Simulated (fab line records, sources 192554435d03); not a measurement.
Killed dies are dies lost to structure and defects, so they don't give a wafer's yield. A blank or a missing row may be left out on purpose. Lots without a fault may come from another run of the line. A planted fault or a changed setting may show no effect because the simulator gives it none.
fab line records | flow n5_finfet
record lots=5 wafers=15 last_day=17
route steps=1938 shown BEOL_M3@951
lots that met no fault: from a run of the same line without faults
start_h: hours from the record's first day to the start of the lot's first wafer shown | wait_h: hours since the lot's step before | " the same as in the row above | L1.1+2: a row that stands for several wafers | - no value, or no start given | * or withheld: withheld | < > ~ a bound
route shown NAME@n: a module of which the file shows steps, and the number in the route of the first | usual: mean/standard deviation of fault-free wafers | same: alike in all rows | chamber/n: place in a boat | sites: the reading at each site | _std_site: their standard deviation | _edge_site: outer sites' mean less inner sites' | radius_mm: how far each site lies from the wafer's centre | mask NAME#n: copy n | behind: the tool/chamber that last shaped the wafer | hold: why the lot was held/for how many hours/how that ended | device: the transistor (n, p or np) that didn't switch | end of line: the same wafers' tests at the end of the route | a step without rows: its recipe alone | killed: dies lost to structure and defects at the first sort, not the wafer's yield | map: a wafer's dies, x killed, . not, _ none there
set.NAME: the setting as run; set.NAME@STEP: as run at that earlier step | model.NAME: the simulator's own value behind a step, which no gauge read
lots at some steps of the route; a table a step, a row a wafer
services: from which hour (start_h, from the record's first day; less than 0 if before it) a tool's chamber was out of use, for how many hours, and why
## steps
# step N5_BEOL_M3_STRIP_65
# recipe chemistry=N2/H2 temp_c=40 n2_flow_sccm=200 h2_flow_sccm=200 rf_frequency_hz=6e+07
# columns lot.wafer tool chamber start_h wait_h
L083.2+3+6 rie_diel-05 0,1,0 200.51 0.1
L084.1+4+5 rie_diel-03 0,2,1 205.04 0.1
L086.1+4+5 rie_diel-05 0,3,0 234.63 0.1
L090.2+3+6 rie_diel-03 1,0,2 237.66 0.1
L094.1+5+6 rie_diel-03 0,2,1 279.10 0.1
# step N5_BEOL_M3_STRIP_75
# recipe chemistry=N2/H2 temp_c=40 n2_flow_sccm=200 h2_flow_sccm=200 rf_frequency_hz=6e+07
# columns lot.wafer tool chamber start_h wait_h
L083.2+3+6 rie_diel-05 0,1,0 200.52 0.0
L084.1+4+5 rie_diel-03 0,2,1 205.05 0.0
L086.1+4+5 rie_diel-05 0,3,0 234.64 0.0
L090.2+3+6 rie_diel-03 1,0,2 237.67 0.0
L094.1+5+6 rie_diel-03 0,2,1 279.11 0.0
# step N5_BEOL_M3_STRIP_66
# recipe chemistry=CF4 resist=SiARC power_w=300 bias_power_w=75 pressure_mtorr=50 cf4_flow_sccm=150 rf_frequency_hz=6e+07
# usual drypump_motor_current_A=5.6/0.45 oes_product_au=0.79/0.083 rf_vpp_V=271.1/1.5 showerhead_plenum_p_Torr=1.79/0.065 throttle_valve_pct=13.53/0.27
# columns lot.wafer tool chamber start_h wait_h drypump_motor_current_A oes_product_au rf_hours_counter_h rf_vpp_V showerhead_plenum_p_Torr throttle_valve_pct
L083.2 rie_diel-05 0 200.53 0.0 6.0 0.90 33 270.9 1.76 13.06
L083.3 " 1 " " 5.5 0.73 173 269.8 1.71 13.46
L083.6 " 0 " " 6.0 0.90 - 270.8 1.76 13.08
L084.1 rie_diel-03 0 205.06 0.0 5.8 0.72 182 271.6 1.86 14.01
L084.4 " 2 " " 6.0 0.69 225 270.1 1.70 13.66
L084.5 " 1 " " 4.9 0.92 - 272.0 1.84 13.35
L086.1 rie_diel-05 0 234.65 0.0 6.1 0.89 42 270.5 1.75 13.10
L086.4 " 3 " " 5.4 0.80 94 271.3 1.79 13.57
L086.5 " 0 " " 6.1 0.88 - 270.5 1.75 13.10
L090.2 rie_diel-03 1 237.68 0.0 4.9 0.90 22 272.5 1.83 13.38
L090.3 " 0 " " 5.8 0.71 192 272.2 1.86 14.04
L090.6 " 2 " " 6.0 0.69 - 268.6 1.70 13.67
L094.1 rie_diel-03 0 279.12 0.0 5.7 0.69 205 272.5 1.85 14.07
L094.5 " 2 " " 5.9 0.68 - 269.1 1.69 13.71
L094.6 " 1 " " 4.9 0.87 - 271.4 1.83 13.42
# step N5_BEOL_M3_HM_OPEN_17
# recipe chemistry=Cl2/BCl3 target_depth_a=200 overetch_a=60 target=TiN mask_material=SOC ion_energy_ev=150 pressure_mtorr=10 icp_w=1000 bias_w=126 Cl2_flow_sccm=53.25 bcl3_flow_sccm=21.75 Ar_flow_sccm=25
# usual drypump_motor_current_A=5.80/0.2 oes_product_au=0.67/0.049 throttle_valve_pct=22.11/0.27
# columns lot.wafer tool chamber start_h wait_h drypump_motor_current_A oes_product_au rf_hours_counter_h throttle_valve_pct
L083.2 rie_metal-03 1 200.57 0.0 6.06 0.79 4 22.42
L083.3 " 1 " " 6.07 0.79 - 22.44
L083.6 " 1 " " 6.07 0.79 - 22.44
L084.1 rie_metal-01 0 205.11 0.0 5.82 0.67 44 21.79
L084.4 " 1 " " 5.77 0.66 - 22.49
L084.5 " 0 " " 5.84 0.66 - 21.79
L086.1 rie_metal-02 1 234.69 0.0 5.47 0.64 43 21.99
L086.4 " 1 " " 5.45 0.64 - 22.02
L086.5 " 1 " " 5.48 0.63 - 22.00
L090.2 rie_metal-02 0 237.72 0.0 5.63 0.66 35 22.02
L090.3 " 1 " " 5.47 0.64 - 22.00
L090.6 " 1 " " 5.46 0.64 - 21.99
L094.1 rie_metal-01 0 279.16 0.0 5.83 0.64 51 21.82
L094.5 " 1 " " 5.85 0.65 - 22.50
L094.6 " 0 " " 5.82 0.65 - 21.81
# step N5_BEOL_M3_STRIP_19
# recipe chemistry=O2 power_w=400 temp_c=40 pressure_mtorr=30 rf_frequency_hz=6e+07 bias_power_w=0 overash_fraction=0.2 o2_flow_sccm=225
# usual drypump_motor_current_A=5.6/0.45 oes_product_au=0.79/0.09 rf_vpp_V=3.6/0.47 showerhead_plenum_p_Torr=2.09/0.085 throttle_valve_pct=16.66/0.28
# columns lot.wafer tool chamber start_h wait_h drypump_motor_current_A oes_product_au rf_hours_counter_h rf_vpp_V showerhead_plenum_p_Torr throttle_valve_pct
L083.2 rie_diel-04 1 200.68 0.1 5.0 0.67 241 3.2 2.04 16.75
L083.3 " 3 " " 5.4 0.86 41 3.2 2.24 16.21
L083.6 " 1 " " 5.1 0.68 - 3.9 2.04 16.74
L084.1 rie_diel-05 3 205.22 0.1 5.5 0.82 86 2.7 2.13 16.82
L084.4 " 0 " " 6.1 0.92 34 2.9 2.05 16.20
L084.5 " 3 " " 5.4 0.82 - 3.4 2.13 16.83
L086.1 rie_diel-04 2 234.80 0.1 5.0 0.73 191 3.4 1.99 16.65
L086.4 " 3 " " 5.4 0.86 - 3.7 2.24 16.23
L086.5 " 2 " " 4.9 0.73 - 3.4 1.99 16.65
L090.2 rie_diel-04 0 237.91 0.2 6.3 0.83 62 3.5 2.02 16.74
L090.3 " 3 " " 5.4 0.84 50 3.7 2.24 16.21
L090.6 " 2 " " 5.0 0.73 - 3.9 1.99 16.66
L094.1 rie_diel-05 0 279.27 0.1 6.1 0.88 55 3.7 2.05 16.26
L094.5 " 3 " " 5.4 0.79 - 2.6 2.12 16.88
L094.6 " 1 " " 5.5 0.72 - 2.7 2.01 16.58
# step N5_BEOL_M3_CD_MEAS_18
# recipe pitch_nm=36 target_cd_nm=18
# usual cd_nm=17.9/0.37
# columns lot.wafer tool chamber start_h wait_h cd_nm
L083.2 cd_sem-03 - 200.75 0.1 18.0
L083.3 " - " " 18.0
L083.6 " - " " 18.3
L084.1 cd_sem-02 - 205.30 0.1 18.3
L084.4 " - " " 17.3
L084.5 " - " " 18.2
L086.1 cd_sem-02 - 234.87 0.0 17.3
L086.4 " - " " 17.8
L086.5 " - " " 17.8
L090.2 cd_sem-03 - 237.98 0.1 17.8
L090.3 " - " " 17.8
L090.6 " - " " 17.6
L094.1 cd_sem-01 - 279.34 0.0 17.9
L094.5 " - " " 17.8
L094.6 " - " " 17.6
# step N5_BEOL_M3_COAT_67
# recipe resist=SOC temp_c=250 time_s=60 spin_rpm=1500 resist_thk_nm=60
# same time_s=60
# columns lot.wafer tool chamber start_h wait_h
L083.2+3+6 litho_track-03 0 200.78 0.0
L084.1+4+5 litho_track-03 0 205.34 0.0
L086.1+4+5 litho_track-03 0 234.90 0.0
L090.2+3+6 litho_track-03 0 238.02 0.0
L094.1+5+6 litho_track-04 0 279.38 0.0
# step N5_BEOL_M3_COAT_68
# recipe resist=SiARC temp_c=220 time_s=60 spin_rpm=1500 resist_thk_nm=12
# same time_s=60
# columns lot.wafer tool chamber start_h wait_h
L083.2+3+6 litho_track-03 0 - -
L084.1+4+5 litho_track-03 0 - -
L086.1+4+5 litho_track-03 0 - -
L090.2+3+6 litho_track-03 0 - -
L094.1+5+6 litho_track-04 0 - -
# step N5_BEOL_M3_COAT_76
# recipe resist=underlayer temp_c=205 time_s=60 spin_rpm=1500 resist_thk_nm=5
# same time_s=60
# columns lot.wafer tool chamber start_h wait_h
L083.2+3+6 litho_track-03 0 - -
L084.1+4+5 litho_track-03 0 - -
L086.1+4+5 litho_track-03 0 - -
L090.2+3+6 litho_track-03 0 - -
L094.1+5+6 litho_track-04 0 - -
# step N5_BEOL_M3_COAT_22
# recipe resist=CAR-EUV spin_rpm=1500 resist_thk_nm=30
# columns lot.wafer tool chamber start_h wait_h
L083.2+3+6 litho_track-03 0 - -
L084.1+4+5 litho_track-03 0 - -
L086.1+4+5 litho_track-03 0 - -
L090.2+3+6 litho_track-03 0 - -
L094.1+5+6 litho_track-04 0 - -
# step N5_BEOL_M3_EBR_24
# recipe solvent=PGMEA ebr_width_mm=1.5
# columns lot.wafer tool chamber start_h wait_h
L083.2+3+6 litho_track-03 0 - -
L084.1+4+5 litho_track-03 0 - -
L086.1+4+5 litho_track-03 0 - -
L090.2+3+6 litho_track-03 0 - -
L094.1+5+6 litho_track-04 0 - -
# step N5_BEOL_M3_SOFTBAKE_23
# recipe temp_c=110 time_s=60 resist=CAR-EUV
# same time_s=60
# columns lot.wafer tool chamber start_h wait_h
L083.2+3+6 litho_track-03 0 - -
L084.1+4+5 litho_track-03 0 - -
L086.1+4+5 litho_track-03 0 - -
L090.2+3+6 litho_track-03 0 - -
L094.1+5+6 litho_track-04 0 - -
# step N5_BEOL_M3_EXPOSE_25
# recipe mask_id=V2 na=0.33 source_shape=quasar sigma_inner=0.2 sigma_outer=0.8 polarization=unpolarized defocus_nm=5 dose_mj=63
# usual stage_msd_nm=0.85/0.033
# same dipole_opening_deg=30 na=0.33 sigma_outer=0.8
# columns lot.wafer tool chamber start_h wait_h mask stage_msd_nm
L083.2 euv_scanner-02 0 201.06 - V2#0 0.82
L083.3 " 0 " " V2#0 0.82
L083.6 " 0 " " V2#0 0.82
L084.1 euv_scanner-01 0 205.60 - V2#0 0.88
L084.4 " 0 " " V2#0 0.88
L084.5 " 0 " " V2#0 0.88
L086.1 euv_scanner-01 0 235.04 - V2#0 0.88
L086.4 " 0 " " V2#0 0.87
L086.5 " 0 " " V2#0 0.88
L090.2 euv_scanner-01 0 238.29 - V2#0 0.88
L090.3 " 0 " " V2#0 0.88
L090.6 " 0 " " V2#0 0.88
L094.1 euv_scanner-01 0 279.64 - V2#0 0.88
L094.5 " 0 " " V2#0 0.88
L094.6 " 0 " " V2#0 0.88
# step N5_BEOL_M3_PEB_26
# recipe peb_temp_c=100 peb_time_s=60 resist=CAR-EUV
# columns lot.wafer tool chamber start_h wait_h
L083.2+3+6 litho_track-03 0 201.13 0.1
L084.1+4+5 litho_track-03 0 205.68 0.1
L086.1+4+5 litho_track-04 0 235.12 0.1
L090.2+3+6 litho_track-03 0 238.36 0.1
L094.1+5+6 litho_track-04 0 279.72 0.1
# step N5_BEOL_M3_DEVELOP_27
# recipe develop_time_s=30 developer=TMAH resist=CAR-EUV rinse_liquid=surfactant_rinse dry=air_spin dev_temp_c=23
# columns lot.wafer tool chamber start_h wait_h
L083.2+3+6 litho_track-03 0 - -
L084.1+4+5 litho_track-03 0 - -
L086.1+4+5 litho_track-04 0 - -
L090.2+3+6 litho_track-03 0 - -
L094.1+5+6 litho_track-04 0 - -
# step N5_BEOL_M3_CD_MEAS_28
# recipe target_cd_nm=25.7 landing_energy_ev=500 detector=se_inlens target_cd_y_nm=23.3 polarity=opening
# usual cd_nm=25.60/0.22
# columns lot.wafer tool chamber start_h wait_h cd_nm
L083.2 cd_sem-03 0 201.19 - 25.33
L083.3 " 0 " " 25.29
L083.6 " 0 " " 25.67
L084.1 cd_sem-03 0 205.74 - 25.59
L084.4 " 0 " " 25.55
L084.5 " 0 " " 25.71
L086.1 cd_sem-03 0 235.19 - 25.61
L086.4 " 0 " " 25.59
L086.5 " 0 " " 25.63
L090.2 cd_sem-03 0 238.43 - 26.00
L090.3 " 0 " " 25.43
L090.6 " 0 " " 25.68
L094.1 cd_sem-02 0 279.79 - 25.68
L094.5 " 0 " " 25.62
L094.6 " 0 " " 25.80
# step N5_BEOL_M3_OVL_MEAS_29
# recipe points_per_wafer=522
# usual V2_OVL=0.3/0.66
# columns lot.wafer tool chamber start_h wait_h V2_OVL[nm]
L083.2 overlay-01 0 201.23 0.0 0.9
L083.3 " 0 " " 0.2
L083.6 " 0 " " -0.6
L084.1 overlay-02 0 205.77 0.0 0.3
L084.4 " 0 " " 0.3
L084.5 " 0 " " -0.1
L086.1 overlay-01 0 235.22 0.0 -0.7
L086.4 " 0 " " -0.3
L086.5 " 0 " " -0.6
L090.2 overlay-02 0 238.46 0.0 0.1
L090.3 " 0 " " -0.3
L090.6 " 0 " " -0.3
L094.1 overlay-02 0 279.82 0.0 -0.2
L094.5 " 0 " " -0.2
L094.6 " 0 " " -0.3
# step N5_BEOL_M3_INSPECT_30
# recipe mode=adi inspect_instrument=brightfield
# usual raw_defect_count=432/100
# columns lot.wafer tool chamber start_h wait_h raw_defect_count
L083.2 defect_inspect-02 - 201.28 0.0 341
L083.3 " - " " 390
L083.6 " - " " 339
L084.1 defect_inspect-01 - 205.83 0.1 576
L084.4 " - " " 661
L084.5 " - " " 603
L086.1 defect_inspect-01 - 235.27 0.1 450
L086.4 " - " " 292
L086.5 " - " " 390
L090.2 defect_inspect-01 - 238.52 0.0 592
L090.3 " - " " 457
L090.6 " - " " 428
L094.1 defect_inspect-01 - 279.87 0.1 380
L094.5 " - " " 281
L094.6 " - " " 379
# step N5_BEOL_M3_DESCUM_33
# recipe chemistry=O2 time_s=7 source_power_w=50 bias_power_w=20 pressure_mtorr=20 rf_frequency_hz=2.712e+07 temp_c=40 resist=CAR-EUV o2_flow_sccm=225
# usual drypump_motor_current_A=5.6/0.43 oes_product_au=0.79/0.084 rf_vpp_V=243.0/1.3 showerhead_plenum_p_Torr=2.08/0.082 throttle_valve_pct=20.40/0.3
# same time_s=7
# columns lot.wafer tool chamber start_h wait_h drypump_motor_current_A oes_product_au rf_hours_counter_h rf_vpp_V showerhead_plenum_p_Torr throttle_valve_pct
L083.2 rie_diel-04 1 201.31 0.0 5.0 0.67 241 242.3 2.04 20.45
L083.3 " 3 " " 5.4 0.86 41 245.6 2.24 19.94
L083.6 " 2 " " 5.0 0.73 - 241.5 1.99 20.36
L084.1 rie_diel-03 3 205.88 0.0 5.9 0.88 32 242.9 2.13 20.29
L084.4 " 2 " " 6.0 0.70 225 240.4 1.99 20.42
L084.5 " 0 " " 5.8 0.70 - 244.6 2.20 21.06
L086.1 rie_diel-03 2 235.31 0.0 5.9 0.70 233 241.3 1.98 20.43
L086.4 " 0 " " 5.8 0.70 192 245.3 2.19 21.07
L086.5 " 1 " " 4.9 0.92 - 243.4 2.14 20.37
L090.2 rie_diel-05 0 238.55 0.0 6.1 0.90 43 243.6 2.05 20.03
L090.3 " 3 " " 5.4 0.81 95 243.8 2.13 20.67
L090.6 " 3 " " 5.5 0.81 - 244.2 2.12 20.68
L094.1 rie_diel-04 3 279.91 0.0 5.4 0.82 63 245.3 2.23 19.98
L094.5 " 2 " " 5.0 0.72 - 242.2 1.98 20.40
L094.6 " 3 " " 5.4 0.82 - 245.2 2.23 19.97
# step N5_BEOL_M3_ETCH_77
# recipe chemistry=N2/H2 target=underlayer target_depth_a=65 mask_material=CAR-EUV time_s=5.2 ion_energy_ev=200 pressure_mtorr=30 source_w=840 bias_w=150 n2_flow_sccm=200 h2_flow_sccm=200 ends=cleared
# usual drypump_motor_current_A=5.6/0.43 etch_rf_on_time_s=5.17/0.11 oes_product_au=0.68/0.072 rf_vpp_V=523.6/2.7 showerhead_plenum_p_Torr=2.53/0.093 throttle_valve_pct=17.80/0.29
# columns lot.wafer tool chamber start_h wait_h drypump_motor_current_A etch_rf_on_time_s oes_product_au rf_hours_counter_h rf_vpp_V showerhead_plenum_p_Torr throttle_valve_pct
L083.2 rie_diel-04 1 201.35 0.0 5.0 5.15 0.57 241 521.9 2.49 17.83
L083.3 " 3 " " 5.4 5.29 0.71 41 528.5 2.71 17.40
L083.6 " 2 " " 5.0 5.12 0.64 - 521.6 2.43 17.96
L084.1 rie_diel-03 3 205.91 0.0 6.0 5.07 0.77 32 523.5 2.56 17.50
L084.4 " 2 " " 6.0 5.30 0.59 225 522.1 2.41 17.90
L084.5 " 0 " " 5.8 5.45 0.60 - 526.0 2.64 18.29
L086.1 rie_diel-03 2 235.34 0.0 6.0 5.33 0.59 233 519.6 2.41 17.92
L086.4 " 0 " " 5.8 5.42 0.60 192 525.8 2.64 18.32
L086.5 " 1 " " 4.9 4.99 0.79 - 524.8 2.62 17.96
L090.2 rie_diel-05 0 238.58 0.0 6.1 5.19 0.77 43 522.8 2.50 17.52
L090.3 " 3 " " 5.4 5.12 0.69 95 526.3 2.55 17.90
L090.6 " 3 " " 5.4 5.12 0.69 - 527.0 2.55 17.88
L094.1 rie_diel-04 3 279.94 0.0 5.4 5.26 0.69 63 528.5 2.70 17.45
L094.5 " 2 " " 5.0 5.11 0.63 - 522.9 2.42 17.98
L094.6 " 3 " " 5.4 5.26 0.69 - 526.1 2.70 17.44
# step N5_BEOL_M3_ETCH_69
# recipe chemistry=CF4 target=SiARC target_depth_a=156 mask_material=CAR-EUV time_s=26 ion_energy_ev=80 pressure_mtorr=40 source_w=545 bias_w=36 Ar_flow_sccm=100 cf4_flow_sccm=100 ends=cleared
# usual drypump_motor_current_A=5.6/0.43 etch_rf_on_time_s=25.9/0.56 oes_product_au=0.68/0.073 rf_vpp_V=184.0/1.2 showerhead_plenum_p_Torr=2.13/0.078 throttle_valve_pct=15.54/0.25
# columns lot.wafer tool chamber start_h wait_h drypump_motor_current_A etch_rf_on_time_s oes_product_au rf_hours_counter_h rf_vpp_V showerhead_plenum_p_Torr throttle_valve_pct
L083.2 rie_diel-04 1 201.37 0.0 5.0 25.6 0.57 241 184.9 2.10 15.73
L083.3 " 3 " " 5.4 26.2 0.73 41 184.9 2.28 15.15
L083.6 " 2 " " 5.0 25.5 0.64 - 183.0 2.04 15.61
L084.1 rie_diel-03 3 205.93 0.0 5.9 25.7 0.76 32 183.7 2.19 15.49
L084.4 " 2 " " 6.0 26.6 0.59 225 183.1 2.04 15.66
L084.5 " 0 " " 5.7 26.6 0.60 - 186.4 2.22 16.03
L086.1 rie_diel-03 2 235.36 0.0 5.9 26.6 0.59 233 183.5 2.03 15.66
L086.4 " 0 " " 5.8 26.7 0.60 192 184.4 2.21 16.08
L086.5 " 1 " " 4.9 24.7 0.80 - 185.0 2.19 15.44
L090.2 rie_diel-05 0 238.60 0.0 6.1 26.2 0.76 43 184.2 2.10 15.15
L090.3 " 3 " " 5.4 25.4 0.69 95 183.8 2.15 15.63
L090.6 " 3 " " 5.4 25.4 0.70 - 183.2 2.15 15.64
L094.1 rie_diel-04 3 279.96 0.0 5.4 26.2 0.70 63 184.9 2.27 15.18
L094.5 " 2 " " 5.0 25.5 0.63 - 183.5 2.04 15.65
L094.6 " 3 " " 5.4 26.2 0.70 - 186.6 2.27 15.20
# step N5_BEOL_M3_ALD_98
# recipe material=SiO2 target_thk_a=25 temp_c=100 ald_precursor_family=BDEAS ald_co_reactant=O2-plasma pulse_time_s=1 co_reactant_pulse_time_s=1 purge_time_s=2 co_reactant_purge_time_s=2 ald_cycles=17 pressure_torr=2
# usual heater_power_w=82/8.5 precursor_pulse_height_rel=0.999/0.02
# columns lot.wafer tool chamber start_h wait_h heater_power_w precursor_pulse_height_rel
L083.2 ald_sin-03 2 201.89 0.5 83 0.993
L083.3 " 0 " " 85 1.009
L083.6 " 2 " " 83 1.016
L084.1 ald_sin-01 3 206.01 0.1 89 0.960
L084.4 " 2 " " 93 0.983
L084.5 " 3 " " 86 0.972
L086.1 ald_sin-04 0 235.44 0.1 87 1.001
L086.4 " 3 " " 79 0.991
L086.5 " 0 " " 88 0.978
L090.2 ald_sin-04 0 238.68 0.1 89 1.025
L090.3 " 1 " " 77 0.967
L090.6 " 3 " " 80 1.001
L094.1 ald_sin-01 1 280.04 0.1 66 1.021
L094.5 " 3 " " 84 0.982
L094.6 " 2 " " 91 0.999
# step N5_BEOL_M3_ETCHBACK_99
# recipe chemistry=CHF3 target=SiO2 target_depth_a=50 time_s=10.4 source_w=215 bias_w=47 Ar_flow_sccm=200 CHF3_flow_sccm=12 ion_energy_ev=100 pressure_mtorr=30
# usual drypump_motor_current_A=5.7/0.4 oes_product_au=0.80/0.088 rf_vpp_V=241/4.9 showerhead_plenum_p_Torr=2.15/0.079 throttle_valve_pct=17.03/0.24
# same time_s=10.4
# columns lot.wafer tool chamber start_h wait_h drypump_motor_current_A oes_product_au rf_hours_counter_h rf_vpp_V showerhead_plenum_p_Torr throttle_valve_pct
L083.2 rie_diel-03 2 204.24 2.3 5.9 0.70 224 246 2.05 17.14
L083.3 " 1 " " 4.9 0.94 11 239 2.20 16.90
L083.6 " 2 " " 5.9 0.69 - 245 2.05 17.14
L084.1 rie_diel-03 3 207.99 1.9 5.9 0.89 32 248 2.21 16.99
L084.4 " 2 " " 6.0 0.70 225 247 2.05 17.14
L084.5 " 3 " " 5.9 0.90 - 246 2.21 16.98
L086.1 rie_diel-04 2 244.19 8.7 5.0 0.73 194 236 2.05 17.10
L086.4 " 2 " " 5.0 0.73 - 238 2.05 17.09
L086.5 " 3 " " 5.4 0.84 - 244 2.30 16.62
L090.2 rie_diel-05 0 250.72 12.0 6.0 0.89 47 240 2.11 16.68
L090.3 " 3 " " 5.4 0.79 98 232 2.16 17.14
L090.6 " 0 " " 6.1 0.89 - 240 2.11 16.68
L094.1 rie_diel-04 2 288.62 8.5 5.0 0.72 207 238 2.05 17.13
L094.5 " 0 " " 6.3 0.82 - 234 2.08 17.19
L094.6 " 3 " " 5.4 0.82 - 243 2.29 16.66
# step N5_BEOL_M3_ETCH_70
# recipe chemistry=N2/H2 target=SOC target_depth_a=800 overetch_a=160 mask_material=SiARC temp_c=40 time_s=120 ion_energy_ev=200 pressure_mtorr=30 source_w=840 bias_w=150 n2_flow_sccm=200 h2_flow_sccm=200
# usual drypump_motor_current_A=5.7/0.4 oes_product_au=0.61/0.062 rf_vpp_V=523.7/2.6 showerhead_plenum_p_Torr=2.53/0.091 throttle_valve_pct=17.78/0.3
# same time_s=120
# columns lot.wafer tool chamber start_h wait_h drypump_motor_current_A oes_product_au rf_hours_counter_h rf_vpp_V showerhead_plenum_p_Torr throttle_valve_pct
L083.2 rie_diel-03 2 204.28 0.0 6.0 0.54 224 519.7 2.41 17.86
L083.3 " 1 " " 4.9 0.72 11 524.8 2.62 17.91
L083.6 " 2 " " 6.0 0.54 - 519.4 2.41 17.85
L084.1 rie_diel-03 3 208.03 0.0 5.9 0.68 32 526.2 2.56 17.44
L084.4 " 2 " " 6.0 0.53 225 520.2 2.41 17.85
L084.5 " 3 " " 5.9 0.68 - 524.9 2.56 17.44
L086.1 rie_diel-04 2 244.23 0.0 5.0 0.56 194 520.9 2.43 17.91
L086.4 " 2 " " 5.0 0.57 - 520.1 2.43 17.93
L086.5 " 3 " " 5.4 0.63 - 528.9 2.70 17.39
L090.2 rie_diel-05 0 250.76 0.0 6.1 0.68 47 523.4 2.49 17.45
L090.3 " 3 " " 5.4 0.61 98 525.5 2.55 17.86
L090.6 " 0 " " 6.0 0.68 - 522.5 2.49 17.46
L094.1 rie_diel-04 2 288.66 0.0 5.0 0.55 207 521.5 2.42 17.93
L094.5 " 0 " " 6.3 0.62 - 522.2 2.48 18.10
L094.6 " 3 " " 5.4 0.62 - 527.7 2.70 17.42
# step N5_BEOL_M3_STRIP_71
# recipe chemistry=N2/H2 temp_c=40 n2_flow_sccm=200 h2_flow_sccm=200 rf_frequency_hz=6e+07
# columns lot.wafer tool chamber start_h wait_h
L083.2+3+6 rie_diel-03 2,1,2 204.36 0.0
L084.1+4+5 rie_diel-03 3,2,3 208.11 0.0
L086.1+4+5 rie_diel-04 2,2,3 244.31 0.0
L090.2+3+6 rie_diel-05 0,3,0 250.84 0.0
L094.1+5+6 rie_diel-04 2,0,3 288.74 0.0
# step N5_BEOL_M3_STRIP_78
# recipe chemistry=N2/H2 temp_c=40 n2_flow_sccm=200 h2_flow_sccm=200 rf_frequency_hz=6e+07
# columns lot.wafer tool chamber start_h wait_h
L083.2+3+6 rie_diel-03 2,1,2 204.37 0.0
L084.1+4+5 rie_diel-03 3,2,3 208.12 0.0
L086.1+4+5 rie_diel-04 2,2,3 244.32 0.0
L090.2+3+6 rie_diel-05 0,3,0 250.85 0.0
L094.1+5+6 rie_diel-04 2,0,3 288.75 0.0
# step N5_BEOL_M3_VIA_ETCH_34
# recipe chemistry=C4F6/O2 target_depth_a=694 mask_material=SOC pressure_mtorr=15 ion_energy_ev=250 taper_deg=4 time_s=65.9 source_w=350 bias_w=170 Ar_flow_sccm=300 C4F6_flow_sccm=10 O2_flow_sccm=10
# usual drypump_motor_current_A=5.7/0.4 oes_product_au=0.80/0.088 rf_vpp_V=668/13 showerhead_plenum_p_Torr=2.84/0.1 throttle_valve_pct=30.74/0.3
# same time_s=65.9
# columns lot.wafer tool chamber start_h wait_h drypump_motor_current_A oes_product_au rf_hours_counter_h rf_vpp_V showerhead_plenum_p_Torr throttle_valve_pct
L083.2 rie_diel-03 2 204.38 0.0 6.0 0.69 224 680 2.71 30.69
L083.3 " 1 " " 4.9 0.94 11 661 2.91 30.82
L083.6 " 2 " " 6.0 0.70 - 680 2.71 30.70
L084.1 rie_diel-03 3 208.13 0.0 5.9 0.89 32 686 2.91 30.91
L084.4 " 2 " " 6.0 0.69 225 681 2.71 30.69
L084.5 " 3 " " 5.9 0.89 - 686 2.91 30.93
L086.1 rie_diel-04 2 244.33 0.0 5.0 0.74 194 656 2.71 30.71
L086.4 " 2 " " 5.0 0.73 - 655 2.71 30.71
L086.5 " 3 " " 5.4 0.84 - 672 3.03 30.31
L090.2 rie_diel-05 0 250.86 0.0 6.1 0.89 47 665 2.79 30.55
L090.3 " 3 " " 5.4 0.80 99 642 2.86 30.95
L090.6 " 0 " " 6.0 0.90 - 664 2.79 30.53
L094.1 rie_diel-04 2 288.76 0.0 5.0 0.73 207 655 2.71 30.72
L094.5 " 0 " " 6.3 0.82 - 653 2.75 30.89
L094.6 " 3 " " 5.4 0.82 - 674 3.02 30.33
# step N5_BEOL_M3_STRIP_83
# recipe chemistry=C4F6/O2 resist=SiARC rf_frequency_hz=6e+07
# columns lot.wafer tool chamber start_h wait_h
L083.2+3+6 rie_diel-03 2,1,2 204.43 0.0
L084.1+4+5 rie_diel-03 3,2,3 208.18 0.0
L086.1+4+5 rie_diel-04 2,2,3 244.38 0.0
L090.2+3+6 rie_diel-05 0,3,0 250.91 0.0
L094.1+5+6 rie_diel-04 2,0,3 288.81 0.0
# step N5_BEOL_M3_STRIP_36
# recipe chemistry=N2/H2 power_w=450 temp_c=40 pressure_mtorr=20 rf_frequency_hz=6e+07 overash_fraction=0.3 bias_power_w=7 h2_frac=0.5 n2_flow_sccm=200 h2_flow_sccm=200
# usual drypump_motor_current_A=5.7/0.4 oes_product_au=0.80/0.087 rf_vpp_V=59.1/1.4 showerhead_plenum_p_Torr=2.53/0.091 throttle_valve_pct=23.6/0.37
# columns lot.wafer tool chamber start_h wait_h drypump_motor_current_A oes_product_au rf_hours_counter_h rf_vpp_V showerhead_plenum_p_Torr throttle_valve_pct
L083.2 rie_diel-03 2 204.44 0.0 6.0 0.71 224 58.7 2.41 23.6
L083.3 " 1 " " 4.9 0.94 11 59.4 2.62 24.0
L083.6 " 2 " " 6.0 0.71 - 57.8 2.41 23.6
L084.1 rie_diel-03 3 208.19 0.0 6.0 0.89 32 58.1 2.56 23.2
L084.4 " 2 " " 6.0 0.69 225 56.6 2.41 23.6
L084.5 " 3 " " 5.9 0.90 - 58.3 2.56 23.2
L086.1 rie_diel-04 2 244.39 0.0 5.0 0.74 194 59.4 2.42 23.8
L086.4 " 2 " " 5.0 0.74 - 59.5 2.42 23.8
L086.5 " 3 " " 5.4 0.84 - 58.4 2.70 23.2
L090.2 rie_diel-05 0 250.92 0.0 6.1 0.89 47 57.6 2.49 23.4
L090.3 " 3 " " 5.4 0.80 99 59.8 2.54 23.7
L090.6 " 0 " " 6.0 0.91 - 57.0 2.49 23.4
L094.1 rie_diel-04 2 288.82 0.0 5.0 0.71 207 58.5 2.42 23.8
L094.5 " 0 " " 6.3 0.80 - 57.8 2.47 24.0
L094.6 " 3 " " 5.4 0.82 - 58.7 2.69 23.2
## services
# columns tool chamber start_h hours kind
ald_sin-01 0 180.13 1.6 repair
euv_scanner-02 - 181.53 1.0 pm
rie_metal-03 - 185.18 1.4 pm
euv_scanner-01 - 194.85 1.0 pm
rie_diel-04 - 199.56 1.0 repair
rie_metal-03 - 211.04 2.8 pm
euv_scanner-02 - 216.93 4.6 pm
euv_scanner-01 - 221.53 4.6 pm
euv_scanner-02 - 237.68 1.0 pm
rie_diel-05 - 243.98 0.4 repair
rie_diel-05 1 248.26 8.4 repair
euv_scanner-01 - 251.00 1.0 pm
ald_sin-01 1 257.96 4.8 repair
ald_sin-01 3 262.54 3.1 repair
rie_diel-05 - 265.91 4.3 pm
ald_sin-03 - 270.29 14.0 pm
rie_metal-02 0 279.63 9.4 repair
ald_sin-01 - 281.81 0.9 repair
rie_diel-05 - 283.06 1.3 repair
euv_scanner-02 - 283.79 17.3 pm
rie_diel-03 2 284.87 - clean
rie_diel-03 2 284.87 - consumable_replace:focus_ring
rie_diel-03 2 284.87 - consumable_replace:showerhead
rie_diel-03 2 284.87 22.5 scheduled_down
## key
fault none
